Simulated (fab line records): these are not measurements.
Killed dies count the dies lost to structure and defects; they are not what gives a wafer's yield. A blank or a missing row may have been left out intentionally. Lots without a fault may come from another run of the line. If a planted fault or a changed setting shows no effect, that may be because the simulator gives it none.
Split-lot trial	flow n5-finfet	39 wafers read across 7 lots, on a route 1938 steps long

SPLIT DETAILS
At N5_BEOL_M5_TRENCH_ETCH_37 (etches SiCOH lowk in C4F6/O2, target depth 71.652 nm, time 24.7 s), the setting time-s was moved away from the recipe's 24.7 s on 12 of the 39 wafers read, by -31.3% to +41.9%. This setting was run at the recipe's value on the other wafers.

FROM THE SPLIT TO THE READING: what the file shows between them, 13 steps
- N5_BEOL_M5_ETCH_41: etches SiCN in CH3F/O2, target depth 31.5 nm, time 56.7 s
- N5_BEOL_M5_STRIP_91: strips in N2/H2, time 10 s
- N5_BEOL_M5_OCD_MEAS_38
- N5_BEOL_M5_HM_STRIP_39: strips TiN in peroxide tin strip, target depth 25 nm, time 158 s
- N5_BEOL_M5_SRD_40: time 30 s
- N5_BEOL_M5_ECD_50: material Cu, target thk 300 nm
- N5_BEOL_M5_ANNEAL_51: time 90 s
- N5_BEOL_M5_CMP_52: polishes, stops on SiCOH lowk, t overpolish 6.9 s, target thk 62 nm
- N5_BEOL_M5_THK_MEAS_53: measures by xrf
- N5_BEOL_M5_PRE_CLEAN_77: time 15 s
- N5_BEOL_M5_CO_CAP_78: material Co, precursor CCTBA/H2, target thk 2 nm, time 102.1 s
- N5_BEOL_M5_PRE_CLEAN_55: time 15 s
- N5_BEOL_M5_DEP_56: deposits SiCN from 3MS/NH3, target thk 8 nm, time 14 s

THE READING
At N5_BEOL_M5_RS_MEAS_57, a four-point-probe measurement gives M5_RS in ohm/sq. Typical for fault-free wafers on this fab line: 0.382 ohm/sq, with standard deviation 0.013 ohm/sq.

wafer	tool, chamber at the split	time-s as run, s	against the recipe	M5_RS, ohm/sq	against lot-mates on the recipe
L075.1	rie-diel-02, 1	24.7	recipe	0.381	-
L075.2	rie-diel-02, 0	24.7	recipe	0.380	-
L075.3	rie-diel-02, 3	20.61	-16.6%	0.504	+0.124
L075.4	rie-diel-02, 2	20.61	-16.6%	0.487	+0.107
L075.5	rie-diel-02, 3	24.7	recipe	0.378	-
L075.6	rie-diel-02, 2	20.61	-16.6%	0.507	+0.127
L084.1	rie-diel-01, 0	24.7	recipe	0.383	-
L084.2	rie-diel-01, 3	24.7	recipe	0.383	-
L084.3	rie-diel-01, 2	24.7	recipe	0.403	-
L084.4	rie-diel-01, 1	35.06	+41.9%	0.228	-0.162
L084.5	rie-diel-01, 0	35.06	+41.9%	0.236	-0.154
L084.6	rie-diel-01, 1	35.06	+41.9%	0.229	-0.161
L085.1	rie-diel-04, 1	24.7	recipe	0.366	-
L085.2	rie-diel-04, 2	24.7	recipe	0.376	-
L085.3	rie-diel-04, 3	24.7	recipe	0.394	-
L085.4	rie-diel-04, 0	24.7	recipe	0.383	-
L085.5	rie-diel-04, 2	24.7	recipe	0.376	-
L085.6	rie-diel-04, 3	24.7	recipe	0.399	-
L088.1	rie-diel-02, 0	16.97	-31.3%	0.690	+0.285
L088.2	rie-diel-02, 1	16.97	-31.3%	0.662	+0.257
L088.3	rie-diel-02, 3	24.7	recipe	0.406	-
L088.4	rie-diel-02, 2	24.7	recipe	0.403	-
L088.5	rie-diel-02, 3	16.97	-31.3%	0.643	+0.238
L088.6	rie-diel-02, 2	24.7	recipe	0.405	-
L089.1	rie-diel-02, 3	24.7	recipe	0.376	-
L089.4	rie-diel-02, 2	24.7	recipe	0.412	-
L089.5	rie-diel-02, 3	24.7	recipe	0.391	-
L090.1	rie-diel-01, 1	24.7	recipe	0.365	-
L090.2	rie-diel-01, 2	24.7	recipe	0.392	-
L090.3	rie-diel-01, 3	24.7	recipe	0.383	-
L090.4	rie-diel-01, 0	24.7	recipe	0.380	-
L090.5	rie-diel-01, 0	24.7	recipe	0.356	-
L090.6	rie-diel-01, 3	24.7	recipe	0.378	-
L092.1	rie-diel-04, 3	24.7	recipe	0.396	-
L092.2	rie-diel-04, 0	17.84	-27.8%	0.618	+0.244
L092.3	rie-diel-04, 2	24.7	recipe	0.356	-
L092.4	rie-diel-04, 1	17.84	-27.8%	0.589	+0.215
L092.5	rie-diel-04, 2	24.7	recipe	0.369	-
L092.6	rie-diel-04, 3	17.84	-27.8%	0.638	+0.264

THE FIT
A straight line over all 39 wafers: M5_RS changes by -0.00603 ohm/sq for each +1% of time-s; r = -0.93; the points scatter about the line by 0.04 ohm/sq.
The same after taking each lot's own level away (the mean of its wafers on the recipe; 39 wafers): -0.00603 ohm/sq for each +1%; r = -0.94; scatter 0.037 ohm/sq.
According to that fit, moving time-s by its largest amount changes the reading by 0.25 ohm/sq.
From 0.3737 to 0.4047 ohm/sq: that is the span of the lots' own levels, equal to 2.4 times the standard deviation above.
The two slopes agree, so the slope changes little with the lot-to-lot level.
Check: for one of the wafers moved furthest among these (+41.9%), held out of the fit, the line's prediction against its lot-mates is -0.251 ohm/sq. It came out at -0.162 ohm/sq against them.

THE WHOLE CHAIN: every reading that the file lists as answering this split, in the file's order
step	what it does	reading	change (the file's fit)	r (the file's)
N5_BEOL_M5_TRENCH_ETCH_37	etches SiCOH lowk in C4F6/O2, target depth 71.652 nm, time 24.7 s	BEOL_M5.feature-depth-nm (the simulator's own value, which no gauge read)	+0.752 nm for each +1% of the setting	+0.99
N5_BEOL_M5_TRENCH_ETCH_37	etches SiCOH lowk in C4F6/O2, target depth 71.652 nm, time 24.7 s	etch.depth-nm (the simulator's own value, which no gauge read)	+0.752 nm for each +1% of the setting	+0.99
N5_BEOL_M5_OCD_MEAS_38		trench-depth-nm	+0.757 nm for each +1% of the setting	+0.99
N5_BEOL_M5_CMP_52	polishes, stops on SiCOH lowk, t overpolish 6.9 s, target thk 62 nm	Cu_of_BEOL_M5_ECD_50.thk-nm (the simulator's own value, which no gauge read)	+0.751 nm for each +1% of the setting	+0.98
N5_BEOL_M5_THK_MEAS_53	measures by xrf	M5_THK	+0.741 for each +1% of the setting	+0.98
N5_BEOL_M5_RS_MEAS_57	measures by four-point-probe	M5_RS	-0.00621 for each +1% of the setting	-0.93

FILE'S OWN FIT
M5_RS changes by -0.00621 ohm/sq for each +1% of time-s, r = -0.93.
